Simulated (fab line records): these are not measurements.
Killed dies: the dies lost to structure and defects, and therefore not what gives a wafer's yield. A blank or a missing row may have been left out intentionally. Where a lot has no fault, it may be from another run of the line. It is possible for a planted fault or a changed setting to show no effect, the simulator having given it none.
fab line records ; flow n5-finfet ; part 2 of 2: steps 5 to 6 of 6
[record] lots = 24; wafers = 72; last-day = 18
route steps=1938 shown BEOL_M15@1813 MIM_TOP@1838 MIM_TOP_ETCH@1851
lots that met no fault: from a run of the same line without faults
start-h: hours from the record's first day to the start of the lot's first wafer shown ; wait-h: hours from the lot's prior step to this one ; " repeats the value in the row above ; L1.1+2: a single row standing in for several wafers ; - value missing, or start not given ; * or withheld: withheld ; < > ~ a bound
route shown NAME@n: names a module that has steps shown in the file, with the first one's number in the route ; usual: mean and standard deviation over wafers with no fault ; same: alike in all rows ; chamber/n: place in a boat ; sites: readings site by site ; _std_site: standard deviation across them ; _edge_site: outer sites' mean less inner sites' ; radius-mm: how far each site lies from the wafer's centre ; mask NAME#n: copy n ; behind: the most recent tool/chamber to have shaped the wafer ; hold: why the lot went on hold/how many hours it stayed there/how the hold came to an end ; device: whichever transistor did not switch (one of n, p or np) ; end of line: tests run on the same wafers once the route is complete ; a step with no rows: only its recipe ; killed: the dies lost at the first sort to structure and to defects; this is not the yield of the wafer ; map: dies across one wafer; x = killed, . = not, _ = none there
set.NAME: the setting that was run; set.NAME@STEP: the one run at that earlier step ; model.NAME: the simulator's own value behind a step, which no gauge read
the route's steps for a sample of lots (tables are steps, rows are wafers)
services: from which hour (start-h, from the record's first day; less than 0 if before it) a tool's chamber was out of use, for how many hours, and why
[[steps]]
[step N5_MIM_TOP_ETCH_ETCH_00]
[recipe] chemistry = Cl2/BCl3; target = TiN; target-depth-a = 385; ion-energy-ev = 150; pressure-mtorr = 10; icp-w = 1000; bias-w = 126; Cl2_flow_sccm = 53.25; bcl3-flow-sccm = 21.75; Ar_flow_sccm = 25
[usual] drypump-motor-current-A = 5.6/0.38; mfc-cl2-sccm = 53.23/0.17; oes-product-au = 0.77/0.074; throttle-valve-pct = 22.92/0.19
lot.wafer;tool;chamber;start-h;wait-h;drypump-motor-current-A;mfc-cl2-sccm;oes-product-au;rf-hours-counter-h;throttle-valve-pct
L074.1;rie-metal-01;0;262.16;0.1;5.2;52.91;0.90;9;23.03
L074.4;rie-metal-01;0;262.16;0.1;5.2;52.99;0.90;-;23.05
L074.5;rie-metal-01;1;262.16;0.1;5.8;53.13;0.67;-;22.98
L075.2;rie-metal-01;1;262.52;0.1;5.8;53.16;0.67;-;22.98
L075.3;rie-metal-01;1;262.52;0.1;5.8;53.27;0.67;-;22.97
L075.6;rie-metal-01;1;262.52;0.1;5.7;53.26;0.67;-;22.98
L077.2;rie-metal-02;0;277.25;0.1;5.1;53.36;0.83;-;22.56
L077.3;rie-metal-02;0;277.25;0.1;5.1;53.56;0.83;-;22.55
L077.5;rie-metal-02;0;277.25;0.1;5.1;53.14;0.83;-;22.54
L076.2;rie-metal-03;1;280.04;0.1;6.0;53.18;0.81;33;23.09
L076.4;rie-metal-03;1;280.04;0.1;6.0;53.58;0.82;-;23.10
L076.6;rie-metal-03;0;280.04;0.1;5.5;53.06;0.74;-;22.92
L078.2;rie-metal-01;0;284.50;0.1;5.1;53.20;0.90;10;23.04
L078.3;rie-metal-01;1;284.50;0.1;5.7;53.19;0.67;-;22.98
L078.4;rie-metal-01;0;284.50;0.1;5.1;53.34;0.89;-;23.02
L081.3;rie-metal-01;0;297.48;0.1;5.1;53.22;0.89;-;23.06
L081.4;rie-metal-01;1;297.48;0.1;5.7;53.34;0.67;-;23.00
L081.6;rie-metal-01;0;297.48;0.1;5.1;53.12;0.89;-;23.04
L080.2;rie-metal-02;1;300.50;0.1;6.4;53.29;0.79;32;22.54
L080.3;rie-metal-02;1;300.50;0.1;6.3;53.23;0.80;-;22.56
L080.4;rie-metal-02;0;300.50;0.1;5.2;53.29;0.82;-;22.56
L079.1;rie-metal-03;1;307.28;0.1;6.0;53.29;0.82;35;23.08
L079.2;rie-metal-03;0;307.28;0.1;5.5;52.97;0.73;64;22.93
L079.5;rie-metal-03;1;307.28;0.1;6.0;53.04;0.81;-;23.10
L082.1;rie-metal-03;1;309.58;0.1;6.0;52.96;0.81;35;23.09
L082.5;rie-metal-03;1;309.58;0.1;6.0;53.26;0.81;-;23.09
L082.6;rie-metal-03;0;309.58;0.1;5.5;53.08;0.74;-;22.90
L083.2;rie-metal-03;0;310.65;0.1;5.5;52.90;0.73;65;22.92
L083.4;rie-metal-03;1;310.65;0.1;6.0;53.08;0.80;-;23.10
L083.5;rie-metal-03;1;310.65;0.1;6.0;53.00;0.81;-;23.10
L084.1;rie-metal-02;0;315.34;0.1;5.1;53.33;0.82;29;22.57
L084.5;rie-metal-02;0;315.34;0.1;5.2;53.21;0.83;-;22.58
L084.6;rie-metal-02;1;315.34;0.1;6.4;53.00;0.80;-;22.55
L086.1;rie-metal-03;0;331.24;0.1;5.4;53.37;0.73;67;22.90
L086.5;rie-metal-03;0;331.24;0.1;5.4;53.37;0.73;-;22.92
L086.6;rie-metal-03;1;331.24;0.1;6.0;53.18;0.80;-;23.10
L089.1;rie-metal-02;1;338.93;0.1;6.4;53.33;0.79;35;22.58
L089.2;rie-metal-02;0;338.93;0.1;5.1;53.02;0.81;31;22.57
L089.3;rie-metal-02;0;338.93;0.1;5.1;53.19;0.81;-;22.55
L085.2;rie-metal-01;0;339.30;0.1;5.2;53.27;0.87;15;23.05
L085.3;rie-metal-01;0;339.30;0.1;5.2;53.16;0.87;-;23.07
L085.4;rie-metal-01;1;339.30;0.1;5.7;53.31;0.66;-;23.00
L087.2;rie-metal-01;0;339.70;0.1;5.2;52.97;0.87;15;23.06
L087.4;rie-metal-01;0;339.70;0.1;5.2;53.12;0.87;-;23.04
L087.6;rie-metal-01;0;339.70;0.1;5.2;53.26;0.87;-;23.06
L088.1;rie-metal-03;0;344.24;0.1;5.5;52.90;0.73;68;22.93
L088.3;rie-metal-03;1;344.24;0.1;6.0;53.38;0.79;-;23.10
L088.5;rie-metal-03;0;344.24;0.1;5.5;53.25;0.72;-;22.93
L091.2;rie-metal-03;0;362.54;0.1;5.5;53.27;0.72;69;22.94
L091.3;rie-metal-03;1;362.54;0.1;6.0;53.29;0.79;-;23.10
L091.5;rie-metal-03;0;362.54;0.1;5.5;53.42;0.72;-;22.92
L090.2;rie-metal-01;0;362.80;0.1;5.1;53.49;0.86;18;23.08
L090.3;rie-metal-01;1;362.80;0.1;5.7;53.23;0.65;-;23.01
L090.4;rie-metal-01;0;362.80;0.1;5.2;53.61;0.86;-;23.06
L093.1;rie-metal-03;0;363.48;0.1;5.5;52.84;0.72;69;22.92
L093.2;rie-metal-03;1;363.48;0.1;6.0;53.52;0.79;40;23.09
L093.5;rie-metal-03;1;363.48;0.1;6.0;53.36;0.80;-;23.11
L092.2;rie-metal-01;0;370.32;0.1;5.2;53.30;0.85;18;23.07
L092.4;rie-metal-01;1;370.32;0.1;5.7;53.37;0.65;-;22.99
L092.6;rie-metal-01;1;370.32;0.1;5.7;53.29;0.66;-;23.01
L094.2;rie-metal-01;0;370.48;0.1;5.2;53.46;0.85;19;23.08
L094.3;rie-metal-01;0;370.48;0.1;5.2;53.22;0.85;-;23.07
L094.4;rie-metal-01;1;370.48;0.1;5.7;52.82;0.66;-;23.00
L095.1;rie-metal-02;1;399.09;0.1;6.3;53.34;0.77;40;22.57
L095.3;rie-metal-02;0;399.09;0.1;5.2;53.13;0.79;-;22.59
L095.5;rie-metal-02;0;399.09;0.1;5.1;53.17;0.79;-;22.59
L097.2;rie-metal-01;0;415.65;0.1;5.1;53.03;0.84;22;23.06
L097.3;rie-metal-01;0;415.65;0.1;5.2;53.06;0.83;-;23.06
L097.5;rie-metal-01;0;415.65;0.1;5.2;53.09;0.84;-;23.08
L096.1;rie-metal-03;1;417.20;0.1;6.0;53.23;0.79;43;23.12
L096.3;rie-metal-03;1;417.20;0.1;6.0;53.20;0.78;-;23.12
L096.5;rie-metal-03;0;417.20;0.1;5.5;53.18;0.72;-;22.92
[step N5_MIM_TOP_ETCH_PECVD_03]
[recipe] material = SiNx; target-thk-a = 200; temp-c = 400; precursor = SiH4/NH3/N2; pressure-torr = 1.5; rf-w = 300; time-s = 17.6
[usual] heater-power-w = 824/110; showerhead-plenum-p-Torr = 5.15/0.078; susceptor-temp-C = 400.02/0.22; throttle-valve-pct = 39.7/2.9
lot.wafer;tool;chamber;start-h;wait-h;heater-power-w;showerhead-plenum-p-Torr;susceptor-temp-C;throttle-valve-pct
L074.1;pecvd-03;1;262.37;-;1094;5.23;400.23;35.5
L074.4;pecvd-03;2;262.37;-;820;5.05;400.18;35.7
L074.5;pecvd-03;1;262.37;-;1084;5.21;400.26;35.6
L075.2;pecvd-03;1;262.81;-;1046;5.21;400.00;35.4
L075.3;pecvd-03;2;262.81;-;837;5.06;400.01;35.6
L075.6;pecvd-03;2;262.81;-;841;5.05;399.69;35.4
L077.2;pecvd-03;0;277.67;-;760;5.29;399.45;43.8
L077.3;pecvd-03;2;277.67;-;823;5.07;399.93;35.5
L077.5;pecvd-03;2;277.67;-;822;5.06;400.18;35.6
L076.2;pecvd-01;0;280.35;-;832;5.17;399.97;41.3
L076.4;pecvd-01;2;280.35;-;844;5.05;399.92;40.5
L076.6;pecvd-01;0;280.35;-;665;5.16;400.04;41.2
L078.2;pecvd-01;0;284.76;-;705;5.15;399.81;41.6
L078.3;pecvd-01;2;284.76;-;837;5.05;399.91;40.6
L078.4;pecvd-01;0;284.76;-;684;5.16;400.13;41.5
L081.3;pecvd-04;0;297.64;-;708;5.18;399.77;39.6
L081.4;pecvd-04;0;297.64;-;724;5.21;399.82;39.6
L081.6;pecvd-04;1;297.64;-;825;5.14;400.22;42.1
L080.2;pecvd-04;0;300.77;-;774;5.19;400.14;39.6
L080.3;pecvd-04;2;300.77;-;810;5.04;400.07;37.5
L080.4;pecvd-04;0;300.77;-;768;5.20;400.04;39.6
L079.1;pecvd-03;0;307.49;-;657;5.28;399.96;43.6
L079.2;pecvd-03;2;307.49;-;814;5.06;400.10;35.8
L079.5;pecvd-03;0;307.49;-;673;5.28;400.04;43.7
L082.1;pecvd-01;2;309.89;-;868;5.06;400.21;40.7
L082.5;pecvd-01;1;309.89;-;984;5.17;399.90;42.1
L082.6;pecvd-01;0;309.89;-;750;5.15;400.44;41.6
L083.2;pecvd-03;1;310.87;-;937;5.22;400.03;35.3
L083.4;pecvd-03;0;310.87;-;756;5.27;400.16;43.6
L083.5;pecvd-03;1;310.87;-;918;5.22;399.92;35.3
L084.1;pecvd-03;0;315.63;-;746;5.28;400.08;43.9
L084.5;pecvd-03;1;315.63;-;984;5.23;399.78;35.2
L084.6;pecvd-03;0;315.63;-;745;5.29;399.84;43.7
L086.1;pecvd-01;0;331.50;-;793;5.16;400.19;41.5
L086.5;pecvd-01;1;331.50;-;837;5.19;399.85;42.0
L086.6;pecvd-01;0;331.50;-;831;5.15;400.12;41.4
L089.1;pecvd-03;0;339.14;-;759;5.27;399.82;44.1
L089.2;pecvd-03;2;339.14;-;825;5.07;399.98;36.0
L089.3;pecvd-03;1;339.14;-;1096;5.22;400.23;35.6
L085.2;pecvd-01;2;339.50;-;754;5.06;400.06;40.8
L085.3;pecvd-01;1;339.50;-;969;5.19;400.05;42.1
L085.4;pecvd-01;1;339.50;-;984;5.18;400.10;42.6
L087.2;pecvd-01;1;339.90;-;889;5.16;400.10;42.4
L087.4;pecvd-01;0;339.90;-;689;5.17;400.15;41.4
L087.6;pecvd-01;1;339.90;-;898;5.16;399.91;42.5
L088.1;pecvd-04;2;344.45;-;732;5.04;399.93;37.4
L088.3;pecvd-04;1;344.45;-;721;5.15;400.21;41.6
L088.5;pecvd-04;0;344.45;-;786;5.20;400.47;39.3
L091.2;pecvd-04;1;362.76;-;814;5.13;400.19;41.7
L091.3;pecvd-04;2;362.76;-;711;5.05;399.98;37.3
L091.5;pecvd-04;0;362.76;-;748;5.20;400.25;39.7
L090.2;pecvd-04;2;363.02;-;800;5.05;400.13;37.2
L090.3;pecvd-04;0;363.02;-;782;5.21;400.32;39.7
L090.4;pecvd-04;2;363.02;-;792;5.05;400.40;37.4
L093.1;pecvd-04;0;363.69;-;845;5.19;400.17;39.8
L093.2;pecvd-04;2;363.69;-;803;5.04;399.94;37.4
L093.5;pecvd-04;0;363.69;-;813;5.20;399.88;39.4
L092.2;pecvd-01;1;370.66;-;973;5.17;400.12;42.2
L092.4;pecvd-01;1;370.66;-;955;5.18;400.09;42.3
L092.6;pecvd-01;1;370.66;-;965;5.17;400.33;42.1
L094.2;pecvd-03;1;370.70;-;1022;5.22;399.82;35.6
L094.3;pecvd-03;2;370.70;-;751;5.06;400.39;36.1
L094.4;pecvd-03;0;370.70;-;670;5.27;400.47;43.9
L095.1;pecvd-04;2;399.29;-;806;5.04;399.53;37.6
L095.3;pecvd-04;0;399.29;-;811;5.20;400.53;39.7
L095.5;pecvd-04;1;399.29;-;728;5.15;399.95;41.7
L097.2;pecvd-03;2;415.89;-;719;5.07;400.37;35.8
L097.3;pecvd-03;1;415.89;-;1037;5.23;399.62;35.5
L097.5;pecvd-03;0;415.89;-;733;5.28;400.15;44.3
L096.1;pecvd-04;2;417.40;-;756;5.05;400.02;37.7
L096.3;pecvd-04;1;417.40;-;707;5.12;399.96;41.7
L096.5;pecvd-04;0;417.40;-;822;5.20;400.11;39.3
[[services]]
tool;chamber;start-h;hours;kind
rie-diel-01;2;235.65;2.4;repair
rie-diel-01;3;236.99;5.4;repair
cmp-03;-;253.17;1.7;repair
rie-metal-02;0;258.04;13.5;repair
rie-metal-01;0;262.30;15.0;repair
rie-metal-03;-;271.82;0.6;repair
rie-diel-01;0;277.94;1.8;repair
rie-diel-01;3;279.67;7.2;repair
cmp-04;-;294.42;4.0;pm
cmp-03;-;319.36;1.1;repair
pecvd-03;-;329.53;5.4;repair
cmp-04;-;330.52;2.3;repair
cmp-01;-;342.55;1.5;repair
cmp-04;-;345.16;2.9;repair
pvd-sputter-02;-;370.99;0.6;repair
pecvd-04;-;371.92;0.8;repair
pecvd-03;-;381.41;0.9;repair
cmp-01;-;395.20;3.8;repair
cmp-01;-;403.58;4.4;pm
pecvd-02;1;406.31;5.9;repair
cmp-04;-;407.84;4.1;pm
rie-diel-01;3;408.00;9.3;repair
cmp-03;-;408.19;4.0;pm
rie-metal-01;-;410.29;0.1;repair
